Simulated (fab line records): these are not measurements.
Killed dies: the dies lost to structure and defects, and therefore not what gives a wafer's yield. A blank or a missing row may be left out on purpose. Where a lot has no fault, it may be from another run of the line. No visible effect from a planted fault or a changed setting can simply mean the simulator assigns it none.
Matching of chambers    flow nand_harc    NHARC_A_STAIRCASE_ETCH_201 on rie_diel-03 has 4 sister chambers
The step etches the open film in C4F8/O2, target depth 100 nm, time 40.5 s. 8 wafers are shown with their chamber, then 7 later ones without.

WAFERS, EACH WITH ITS CHAMBER
wafer   chamber  rf_vpp_V (V)  oes_product_au (a.u.)
L793.3  0        892           0.941
L795.4  3        889           0.955
L795.6  1        889           0.946
L808.2  1        887           0.942
L808.3  2        904           0.950
L808.6  3        888           0.943
L811.2  0        889           0.950
L811.4  2        904           0.945

WAFERS WITHOUT THEIR CHAMBER
wafer   rf_vpp_V (V)  oes_product_au (a.u.)
L811.5  906           0.939
L812.1  892           0.946
L812.2  887           0.948
L812.5  903           0.963
L813.2  905           0.942
L813.3  891           0.965
L813.5  891           0.963

THE CHAMBER EACH PASSED THROUGH
wafer   from the rows above           in truth
L811.5  2                             2
L812.1  can't be placed: 0 or 3 or 1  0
L812.2  can't be placed: 1 or 3 or 0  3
L812.5  2                             2
L813.2  2                             2
L813.3  can't be placed: 3 or 0 or 1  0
L813.5  can't be placed: 0 or 3 or 1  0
Correctly placed: 3 of 7. From these rows, 4 cannot be placed; in 4 the true chamber is one of the candidates. Number placed wrongly: 0.
How it was worked out, from the rows above alone: a wafer's distance from a chamber is the root of the sum, over the readings, of the square of ((its reading less the chamber's mean) divided by the reading's scatter). The wafer belongs to the nearest chamber; if the next one is less than 2 further off, it can't be placed. The mean given for a chamber averages the wafers shown for that chamber. How the scatter is found: for the shown wafers, subtract from each reading the mean of its chamber, square and add these, divide the total by (wafers less chambers), then take the root.
